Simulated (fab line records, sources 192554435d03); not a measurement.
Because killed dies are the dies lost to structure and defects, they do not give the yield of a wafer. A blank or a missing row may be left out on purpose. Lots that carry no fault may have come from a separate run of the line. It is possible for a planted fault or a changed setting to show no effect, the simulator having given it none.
fab line records	flow n5-finfet
[record] lots = 10	wafers = 28	last-day = 19
route steps=1938 shown MIM_BOT_LITHO@1865 TV_LITHO@1885 TV_OPEN@1887 PASSIVATION@1936
lots that met no fault: from a run of the same line without faults
start-h: hours from the record's first day to the start of the lot's first wafer shown	wait-h: time in hours since the lot's previous step	" identical to the entry in the row above	L1.1+2: a row that stands for several wafers	- no value, or no start given	* or withheld: withheld	< > ~ a bound
route shown NAME@n: names a module that has steps shown in the file, with the first one's number in the route	usual: average and standard deviation across the fault-free wafers	same: alike in all rows	chamber/n: place in a boat	sites: readings site by site	_std_site: their standard deviation	_edge_site: inner sites' mean taken away from outer sites' mean	radius-mm: how far each site lies from the wafer's centre	mask NAME#n: copy n	behind: the tool/chamber that last shaped the wafer	hold: cause of the lot's hold/its duration in hours/its outcome	device: the transistor (n, p or np) that didn't switch	end of line: the route-end tests of the same wafers	a step with no rows: only its recipe	killed: dies lost to structure and defects at the first sort, not the wafer's yield	map: per-die view of a wafer (x killed, . not killed, _ where there is no die)
set.NAME: the setting as run; set.NAME@STEP: as run at that earlier step	model.NAME: the simulator's own value behind a step, which no gauge read
the route's steps for a sample of lots (tables are steps, rows are wafers)
services: when a tool's chamber went out of use (start-h, in hours from the record's first day, below 0 if earlier), for how many hours, and the reason
[[steps]]
[step N5_MIM_BOT_LITHO_DESCUM_10]
[recipe] chemistry = O2	time-s = 7.9	source-power-w = 50	bias-power-w = 20	pressure-mtorr = 20	rf-frequency-hz = 2.712e+07	temp-c = 40	o2-flow-sccm = 225
[usual] chamber-pressure-mTorr = 20.002/0.019	drypump-motor-current-A = 5.7/0.62	oes-product-au = 0.80/0.077	rf-vpp-V = 243.3/1.4	showerhead-plenum-p-Torr = 2.10/0.067	throttle-valve-pct = 20.39/0.26
lot.wafer	tool	chamber	start-h	wait-h	chamber-pressure-mTorr	drypump-motor-current-A	oes-product-au	rf-hours-counter-h	rf-vpp-V	showerhead-plenum-p-Torr	throttle-valve-pct
L404.2	rie-diel-04	2	295.80	0.0	20.023	4.9	0.91	25	243.7	2.22	20.19
L404.4	"	3	"	"	20.008	6.2	0.72	217	244.2	2.16	20.72
L404.6	"	0	"	"	20.015	6.2	0.70	-	244.0	2.07	20.84
L403.1	rie-diel-03	3	300.88	0.2	19.978	5.1	0.82	72	242.0	2.02	20.17
L403.4	"	1	"	"	19.998	4.7	0.81	100	241.6	2.00	20.53
L403.6	"	0	"	"	19.999	5.7	0.87	-	245.8	2.22	20.38
L410.3	rie-diel-04	1	324.93	0.0	19.996	6.3	0.84	61	244.5	2.11	19.98
L410.5	"	0	"	"	19.970	6.2	0.69	-	241.4	2.07	20.87
L410.6	"	3	"	"	19.995	6.2	0.71	-	243.5	2.16	20.73
L412.1	rie-diel-04	3	337.73	0.0	20.018	6.2	0.71	232	244.3	2.16	20.76
L412.6	"	1	"	"	19.980	6.3	0.84	-	243.8	2.11	19.98
L414.2	rie-diel-05	0	359.21	0.0	19.968	5.1	0.79	107	242.8	2.10	20.20
L414.5	"	2	"	"	19.991	6.6	0.78	-	242.7	2.10	20.27
L420.1	rie-diel-03	0	387.74	0.4	19.982	5.7	0.83	77	244.6	2.21	20.44
L420.3	"	1	"	"	19.983	4.7	0.77	132	242.0	1.99	20.57
L420.4	"	3	"	"	20.017	5.1	0.80	95	243.2	2.01	20.19
L421.2	rie-diel-05	1	406.85	0.0	20.005	5.5	0.98	5	245.3	2.12	20.31
L421.3	"	3	"	"	19.971	5.7	0.75	136	240.1	2.02	20.35
L421.5	"	1	"	"	20.013	5.5	0.98	-	242.6	2.12	20.30
L424.1	rie-diel-04	0	424.96	0.2	20.017	6.2	0.93	20	241.5	2.06	20.45
L424.2	"	2	"	"	20.007	4.9	0.85	69	244.3	2.20	20.24
L424.3	"	3	"	"	20.022	6.2	0.94	7	244.3	2.15	20.43
L425.1	rie-diel-03	0	442.26	0.0	19.963	5.7	0.81	98	246.5	2.20	20.49
L425.2	"	2	"	"	19.972	5.1	0.74	152	241.2	2.03	20.76
L425.6	"	2	"	"	19.999	5.1	0.75	-	241.5	2.03	20.76
L426.1	rie-diel-05	1	450.47	0.5	20.003	5.5	0.92	23	244.0	2.11	20.34
L426.3	"	0	"	"	20.002	5.1	0.76	141	244.9	2.08	20.25
L426.5	"	1	"	"	19.981	5.5	0.92	-	242.0	2.11	20.34
[step N5_PASSIVATION_INSPECT_61]
[recipe] mode = adi	inspect-instrument = macro
[usual] raw-defect-count = 2.0/1.3
lot.wafer	tool	chamber	start-h	wait-h	raw-defect-count
L404.2	defect-inspect-02	-	297.79	0.0	6
L404.4	"	-	"	"	1
L404.6	"	-	"	"	1
L403.1	defect-inspect-02	-	302.36	0.0	1
L403.4	"	-	"	"	2
L403.6	"	-	"	"	0
L410.3	defect-inspect-01	-	326.61	0.0	2
L410.5	"	-	"	"	2
L410.6	"	-	"	"	0
L412.1	defect-inspect-02	-	341.52	0.0	1
L412.6	"	-	"	"	1
L414.2	defect-inspect-02	-	361.65	0.0	1
L414.5	"	-	"	"	2
L420.1	defect-inspect-02	-	392.22	0.0	3
L420.3	"	-	"	"	2
L420.4	"	-	"	"	2
L421.2	defect-inspect-01	-	409.00	0.0	1
L421.3	"	-	"	"	0
L421.5	"	-	"	"	1
L424.1	defect-inspect-01	-	429.09	0.0	5
L424.2	"	-	"	"	2
L424.3	"	-	"	"	5
L425.1	defect-inspect-02	-	443.96	0.0	0
L425.2	"	-	"	"	0
L425.6	"	-	"	"	2
L426.1	defect-inspect-01	-	452.29	0.0	1
L426.3	"	-	"	"	4
L426.5	"	-	"	"	1
[step N5_PASSIVATION_PASS_ETCH_74]
[recipe] chemistry = CF4/O2	target = SiNx	target-depth-a = 2200	time-s = 110	ion-energy-ev = 100	pressure-mtorr = 40	source-w = 535	bias-w = 49	Ar_flow_sccm = 100	cf4-flow-sccm = 100	O2_flow_sccm = 10
[usual] chamber-pressure-mTorr = 40.00/0.039	drypump-motor-current-A = 5.9/0.44	oes_o_777_au = 0.82/0.1	oes-product-au = 0.81/0.11	rf-vpp-V = 241.9/3	showerhead-plenum-p-Torr = 2.18/0.084	throttle-valve-pct = 15.99/0.27
lot.wafer	tool	chamber	start-h	wait-h	chamber-pressure-mTorr	drypump-motor-current-A	oes_o_777_au	oes-product-au	rf-hours-counter-h	rf-vpp-V	showerhead-plenum-p-Torr	throttle-valve-pct
L404.2	rie-diel-01	1	297.89	0.0	39.96	5.5	0.68	0.67	247	242.9	2.17	16.62
L404.4	"	2	"	"	39.96	5.4	0.76	0.73	140	244.6	2.21	16.01
L404.6	"	2	"	"	40.03	5.4	0.77	0.74	-	242.9	2.21	16.02
L403.1	rie-diel-06	2	302.46	0.0	40.03	5.6	0.69	0.69	202	244.5	2.28	16.17
L403.4	"	1	"	"	40.02	6.0	0.77	0.74	150	245.4	2.03	15.86
L403.6	"	3	"	"	40.03	6.7	0.98	0.98	-	244.1	2.32	15.74
L410.3	rie-diel-01	2	326.76	0.0	39.96	5.4	0.76	0.73	152	242.9	2.21	16.06
L410.5	"	3	"	"	39.97	6.3	0.96	0.97	-	237.2	2.17	15.66
L410.6	"	2	"	"	40.03	5.4	0.76	0.73	-	244.6	2.21	16.05
L412.1	rie-diel-01	1	341.77	0.0	39.98	5.6	0.96	0.97	4	242.9	2.17	16.14
L412.6	"	2	"	"	39.95	5.4	0.75	0.73	-	242.6	2.21	16.06
L414.2	rie-diel-01	2	361.80	0.0	40.00	5.4	0.75	0.71	162	242.9	2.20	16.05
L414.5	"	3	"	"	39.98	6.3	0.93	0.95	-	237.7	2.16	15.67
L420.1	rie-diel-06	3	392.35	0.0	40.03	6.7	0.91	0.91	30	242.0	2.32	15.78
L420.3	"	1	"	"	39.97	6.0	0.75	0.74	178	244.9	2.02	15.91
L420.4	"	0	"	"	40.03	6.0	0.86	0.87	54	240.1	2.15	15.69
L421.2	rie-diel-02	1	409.10	0.0	40.03	5.6	0.72	0.70	209	243.6	2.27	16.06
L421.3	"	2	"	"	39.92	6.6	0.75	0.73	186	239.2	2.03	16.12
L421.5	"	2	"	"	40.01	6.7	0.75	0.73	-	238.9	2.03	16.12
L424.1	rie-diel-01	2	429.19	0.0	39.91	5.4	0.73	0.71	184	242.0	2.20	16.08
L424.2	"	3	"	"	39.99	6.3	0.90	0.90	45	237.7	2.16	15.71
L424.3	"	1	"	"	40.03	5.5	0.89	0.90	31	243.7	2.16	16.20
L425.1	rie-diel-01	0	444.38	0.0	40.02	5.9	0.86	0.89	17	244.2	2.17	16.02
L425.2	"	2	"	"	40.04	5.4	0.73	0.70	190	241.8	2.20	16.13
L425.6	"	2	"	"	40.03	5.4	0.72	0.70	-	244.2	2.20	16.13
L426.1	rie-diel-01	3	452.39	0.0	40.01	6.3	0.88	0.88	55	236.8	2.15	15.73
L426.3	"	2	"	"	40.02	5.4	0.72	0.70	193	243.2	2.19	16.12
L426.5	"	3	"	"	40.04	6.3	0.88	0.88	-	236.1	2.15	15.73
[step N5_PASSIVATION_VIA_ETCH_13]
[recipe] chemistry = CHF3/O2	target = SiO2	target-depth-a = 6600	CHF3_flow_sccm = 50	O2_flow_sccm = 5	Ar_flow_sccm = 200	time-s = 330	mask-material = PR	pressure-mtorr = 30	source-w = 650	bias-w = 170	ion-energy-ev = 200	ends = cleared
[usual] chamber-pressure-mTorr = 29.999/0.03	drypump-motor-current-A = 5.9/0.43	etch-rf-on-time-s = 236/5.1	oes_o_777_au = 0.82/0.1	oes-product-au = 0.74/0.097	rf-vpp-V = 526/6	showerhead-plenum-p-Torr = 2.38/0.091	throttle-valve-pct = 18.87/0.25
lot.wafer	tool	chamber	start-h	wait-h	chamber-pressure-mTorr	drypump-motor-current-A	etch-rf-on-time-s	oes_o_777_au	oes-product-au	rf-hours-counter-h	rf-vpp-V	showerhead-plenum-p-Torr	throttle-valve-pct
L404.2	rie-diel-01	1	297.98	0.0	30.050	5.5	233	0.68	0.61	247	530	2.37	19.46
L404.4	"	2	"	"	29.962	5.4	236	0.75	0.67	140	529	2.42	18.92
L404.6	"	2	"	"	29.940	5.4	236	0.76	0.67	-	530	2.42	18.92
L403.1	rie-diel-06	2	302.55	0.0	30.007	5.6	239	0.70	0.63	202	531	2.47	18.95
L403.4	"	1	"	"	30.026	6.0	241	0.76	0.68	150	535	2.23	18.80
L403.6	"	3	"	"	30.022	6.7	237	0.99	0.88	-	528	2.54	18.61
L410.3	rie-diel-01	2	326.85	0.0	29.942	5.4	235	0.74	0.66	152	529	2.41	18.96
L410.5	"	3	"	"	29.992	6.2	288	0.96	0.77	-	514	2.37	18.53
L410.6	"	2	"	"	29.991	5.4	238	0.74	0.66	-	530	2.42	18.94
L412.1	rie-diel-01	1	341.86	0.0	29.998	5.5	287	0.95	0.77	4	528	2.37	19.03
L412.6	"	2	"	"	30.009	5.4	233	0.74	0.67	-	529	2.41	18.94
L414.2	rie-diel-01	2	361.89	0.0	30.031	5.4	236	0.73	0.65	162	531	2.41	18.96
L414.5	"	3	"	"	30.036	6.3	289	0.94	0.75	-	515	2.37	18.55
L420.1	rie-diel-06	3	392.44	0.0	29.998	6.6	236	0.91	0.82	30	526	2.53	18.66
L420.3	"	1	"	"	30.024	6.0	232	0.73	0.66	178	535	2.22	18.84
L420.4	"	0	"	"	29.985	6.0	237	0.87	0.78	54	524	2.34	18.53
L421.2	rie-diel-02	1	409.20	0.0	30.003	5.5	236	0.71	0.64	209	531	2.49	18.97
L421.3	"	2	"	"	30.031	6.7	232	0.75	0.66	186	518	2.22	19.01
L421.5	"	2	"	"	29.979	6.6	237	0.75	0.65	-	520	2.22	19.02
L424.1	rie-diel-01	2	429.29	0.0	30.032	5.4	228	0.72	0.64	184	529	2.40	18.99
L424.2	"	3	"	"	30.034	6.3	232	0.90	0.81	45	515	2.36	18.60
L424.3	"	1	"	"	29.993	5.6	228	0.89	0.80	31	528	2.36	19.10
L425.1	rie-diel-01	0	444.47	0.0	30.005	5.9	236	0.87	0.80	17	528	2.35	18.84
L425.2	"	2	"	"	29.961	5.4	238	0.71	0.63	190	530	2.40	18.98
L425.6	"	2	"	"	29.944	5.4	242	0.72	0.64	-	529	2.40	18.99
L426.1	rie-diel-01	3	452.48	0.0	30.011	6.3	231	0.89	0.80	55	515	2.35	18.63
L426.3	"	2	"	"	29.978	5.4	238	0.72	0.63	193	530	2.40	19.01
L426.5	"	3	"	"	29.931	6.3	240	0.88	0.79	-	515	2.35	18.62
[step N5_PASSIVATION_PROBE_49]
[usual] defect-limited-yield = 91.3/1.3	killed_at_M0_to_M3 = 34/9.1	killed_at_M4_up = 14/5.6	killed-at-contacts = 13/5.9	killed-at-front-end = 39/11	killed-at-other = 3.6/3	killed-dies = 102/16	killed-open = 68/12	killed-short = 33/7.3	sort_bin_4_leakage = 0.00/0.01	sort_bin_5_function = 5.2/0.89	sort_bin_6_memory = 3.2/0.68	sort_bin_8_speed = 0.00/0.027	sort-n-pass = 1078/16	sort-yield-pct = 91.3/1.3
[same] gross-dies = 1180	killed-at-back-side = 0
lot.wafer	tool	chamber	start-h	wait-h	defect-limited-yield[%]	killed_at_M0_to_M3	killed_at_M4_up	killed-at-contacts	killed-at-front-end	killed-at-other	killed-dies	killed-open	killed-short	sort_bin_4_leakage[%]	sort_bin_5_function[%]	sort_bin_6_memory[%]	sort_bin_8_speed[%]	sort-n-pass	sort-yield-pct[%]
L410.3	prober-01	-	334.15	0.1	92.3	30	12	4	39	6	91	52	38	0	4.4	3.1	0	1089	92.3
L410.5	prober-01	-	334.25	0.2	90.3	32	17	17	48	1	115	76	39	0	5.0	4.2	0	1065	90.3
L410.6	prober-01	-	334.30	0.3	93.5	27	14	4	32	0	77	56	21	0	3.9	2.5	0	1103	93.5
L420.1	prober-01	-	399.92	0.0	91.8	34	11	6	40	6	97	63	34	0	5.2	2.8	0	1083	91.8
L420.3	prober-01	-	400.02	0.1	90.8	29	13	14	48	4	108	76	32	0	6.3	2.6	0	1072	90.8
L420.4	prober-01	-	400.07	0.2	90.0	28	22	14	45	9	118	79	39	0	6.6	3.3	0	1062	90.0
L424.1	prober-02	-	436.19	0.0	93.1	20	21	10	31	0	82	55	26	0	4.0	2.6	0	1098	93.1
L424.2	prober-02	-	436.24	0.1	92.9	25	20	14	21	4	84	57	25	0	3.6	3.3	0	1096	92.9
L424.3	prober-02	-	436.29	0.1	92.0	22	23	20	27	2	94	63	25	0	4.7	2.5	0	1086	92.0
L425.1	prober-01	-	450.94	0.0	90.5	29	16	12	45	10	112	66	45	0	5.7	3.6	0	1068	90.5
L425.2	prober-01	-	450.99	0.1	90.8	30	18	13	45	2	108	66	37	0	5.5	3.2	0	1072	90.8
L425.6	prober-01	-	451.19	0.3	90.7	41	11	11	40	7	110	80	29	0	5.1	3.8	0	1070	90.7
L426.1	prober-02	-	462.47	0.0	91.9	22	8	19	45	2	96	48	41	0	4.7	2.5	0	1084	91.9
L426.3	prober-02	-	462.57	0.1	94.3	24	6	9	27	1	67	40	24	0	3.4	2.0	0	1113	94.3
L426.5	prober-02	-	462.67	0.2	92.4	35	14	15	26	0	90	65	21	0	4.6	3.1	0	1090	92.4
// killed by level:class
L410.3 STI_FIN_REVEAL:geometric-particle:open=16 BEOL_M0_SAQP:geometric-particle:short=12 BEOL_M0_SAQP:geometric-particle:open=6 BEOL_M2:geometric-particle:open=6 STI_FIN_REVEAL:geometric-particle:short=4 GATE_CUT:geometric-particle:short=4 MOL_CONTACT_COAG:geometric-particle:open=4 BEOL_M2:geometric-particle:short=4
L410.5 STI_FIN_REVEAL:geometric-particle:open=15 MOL_CONTACT_COAG:geometric-particle:open=15 BEOL_M0_SAQP:geometric-particle:open=11 STI_FIN_REVEAL:geometric-particle:short=7 BEOL_M2:geometric-particle:short=7 FIN_SAQP:geometric-particle:open=6 BEOL_M2:geometric-particle:open=6 BEOL_M5:geometric-particle:open=5
L410.6 STI_FIN_REVEAL:geometric-particle:open=15 BEOL_M0_SAQP:geometric-particle:short=11 DUMMY_GATE:geometric-particle:open=8 BEOL_M4:geometric-particle:open=6 BEOL_M2:geometric-particle:open=4 MOL_CONTACT_COAG:geometric-particle:open=4 BEOL_M0_SAQP:geometric-particle:open=4 BEOL_M6:geometric-particle:open=3
L420.1 FIN_SAQP:geometric-particle:short=11 STI_FIN_REVEAL:geometric-particle:open=9 BEOL_M4:geometric-particle:open=7 FIN_SAQP:geometric-particle:open=6 BEOL_M3:geometric-particle:open=6 BEOL_M0_SAQP:geometric-particle:short=5 BEOL_M1:geometric-particle:open=5 MOL_CONTACT_COAG:geometric-particle:open=4
L420.3 STI_FIN_REVEAL:geometric-particle:open=15 MOL_CONTACT_COAG:geometric-particle:open=12 BEOL_M2:geometric-particle:open=10 BEOL_M0_SAQP:geometric-particle:short=7 DUMMY_GATE:geometric-particle:open=7 GATE_CUT:geometric-particle:short=7 BEOL_M4:geometric-particle:open=5 FIN_SAQP:geometric-particle:open=4
L420.4 MOL_CONTACT_COAG:geometric-particle:open=11 STI_FIN_REVEAL:geometric-particle:open=7 BEOL_M4:geometric-particle:open=7 BEOL_M3:geometric-particle:open=7 FIN_SAQP:geometric-particle:open=6 FIN_SAQP:geometric-particle:short=5 STI_FIN_REVEAL:geometric-particle:short=5 BEOL_M2:geometric-particle:open=5
L424.1 FIN_SAQP:geometric-particle:short=9 MOL_CONTACT_COAG:geometric-particle:open=9 BEOL_M4:geometric-particle:open=9 FIN_SAQP:geometric-particle:open=6 BEOL_M0_SAQP:geometric-particle:open=5 STI_FIN_REVEAL:geometric-particle:open=4 BEOL_M3:geometric-particle:open=4 BEOL_M0_SAQP:geometric-particle:short=3
L424.2 BEOL_M3:geometric-particle:open=10 MOL_CONTACT_COAG:geometric-particle:open=9 BEOL_M4:geometric-particle:open=9 BEOL_M2:geometric-particle:open=6 FIN_SAQP:geometric-particle:short=5 MOL_CONTACT_COAG:geometric-particle:short=5 FIN_SAQP:geometric-particle:open=4 BEOL_M7:geometric-particle:open=4
L424.3 MOL_CONTACT_COAG:geometric-particle:open=15 BEOL_M4:geometric-particle:open=10 STI_FIN_REVEAL:geometric-particle:open=6 BEOL_M3:geometric-particle:short=6 FIN_SAQP:geometric-particle:open=5 MOL_CONTACT_COAG:geometric-particle:short=5 BEOL_M5:geometric-particle:open=5 HKMG_FIN:area-etch=5
L425.1 GATE_CUT:geometric-particle:short=9 MOL_CONTACT_COAG:geometric-particle:open=9 STI_FIN_REVEAL:geometric-particle:open=8 FIN_SAQP:geometric-particle:short=7 BEOL_M3:geometric-particle:open=7 BEOL_M0_SAQP:geometric-particle:short=7 BEOL_M4:geometric-particle:open=7 DUMMY_GATE:geometric-particle:open=5
L425.2 BEOL_M4:geometric-particle:open=10 STI_FIN_REVEAL:geometric-particle:open=9 BEOL_M0_SAQP:geometric-particle:short=9 FIN_SAQP:geometric-particle:open=7 GATE_CUT:geometric-particle:short=7 MOL_CONTACT_COAG:geometric-particle:open=7 GATE_CUT:geometric-particle:open=6 MOL_CONTACT_COAG:geometric-particle:short=6
L425.6 BEOL_M0_SAQP:geometric-particle:open=11 MOL_CONTACT_COAG:geometric-particle:open=10 BEOL_M3:geometric-particle:open=10 FIN_SAQP:geometric-particle:open=8 STI_FIN_REVEAL:geometric-particle:open=8 GATE_CUT:geometric-particle:short=8 BEOL_M2:geometric-particle:open=5 GATE_CUT:geometric-particle:open=4
L426.1 FIN_SAQP:geometric-particle:short=13 MOL_CONTACT_COAG:geometric-particle:open=13 BEOL_M3:geometric-particle:open=10 FIN_SAQP:geometric-particle:open=7 MOL_CONTACT_COAG:geometric-particle:short=6 HKMG_FIN:area-etch=5 BEOL_M2:geometric-particle:short=4 DUMMY_GATE:geometric-particle:open=3
L426.3 BEOL_M3:geometric-particle:open=12 STI_FIN_REVEAL:geometric-particle:open=5 MOL_CONTACT_COAG:geometric-particle:open=5 DUMMY_GATE:geometric-particle:open=4 MOL_CONTACT_COAG:geometric-particle:short=4 ILD0:geometric-particle:short=3 BEOL_M3:geometric-particle:short=3 STARTING-WAFER:geometric-particle:short=3
L426.5 MOL_CONTACT_COAG:geometric-particle:open=12 BEOL_M3:geometric-particle:open=10 BEOL_M2:geometric-particle:open=7 STI_FIN_REVEAL:geometric-particle:open=6 BEOL_M0_SAQP:geometric-particle:short=6 DUMMY_GATE:geometric-particle:open=5 BEOL_M0_SAQP:geometric-particle:open=4 BEOL_M6:geometric-particle:open=4
[[services]]
tool	chamber	start-h	hours	kind
rie-diel-06	3	274.05	-	clean
rie-diel-06	3	274.05	-	consumable-replace:focus-ring
rie-diel-06	3	274.05	-	consumable-replace:showerhead
rie-diel-06	3	274.05	15.7	scheduled-down
rie-diel-06	3	274.05	15.7	vent-cycle
rie-diel-01	3	276.59	-	clean
rie-diel-01	3	276.59	-	consumable-replace:focus-ring
rie-diel-01	1	305.06	-	clean
rie-diel-01	1	305.06	-	consumable-replace:focus-ring
rie-diel-01	1	305.06	19.5	scheduled-down
rie-diel-01	1	305.06	19.5	vent-cycle
rie-diel-03	-	317.11	0.4	repair
rie-diel-01	1	329.54	2.5	repair
rie-diel-03	-	340.17	4.3	pm
rie-diel-01	-	345.20	2.8	pm
rie-diel-01	0	351.30	-	clean
rie-diel-01	0	351.30	-	consumable-replace:focus-ring
rie-diel-01	0	351.30	10.8	scheduled-down
rie-diel-01	0	351.30	10.8	vent-cycle
rie-diel-04	-	386.34	1.0	repair
rie-diel-01	0	408.56	21.0	repair
rie-diel-02	-	436.50	2.0	repair
rie-diel-03	-	442.74	15.6	pm
rie-diel-06	0	442.75	2.5	repair
[[key]]
[first-sign] step = N5_PASSIVATION_VIA_ETCH_13	reading = etch-rf-on-time-s	direction = up	sigmas = 10	usual = *	struck = *
effect none on later readings
met-at N5_PASSIVATION_VIA_ETCH_13
struck-lots L410,L412,L414
struck-wafers L410.5,L412.1,L414.5
not-acting-at N5_MIM_BOT_LITHO_DESCUM_10,N5_PASSIVATION_INSPECT_61,N5_PASSIVATION_PASS_ETCH_74
onset-between 297.98 326.85
[fault] kind = process-parameter-drift	tool = rie-diel-01	chamber = -	onset-h = 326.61	steps = N5_PASSIVATION_VIA_ETCH_13	channel = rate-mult	offset = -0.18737	shape = step	end-h = 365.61	scope = struck-wafers-only
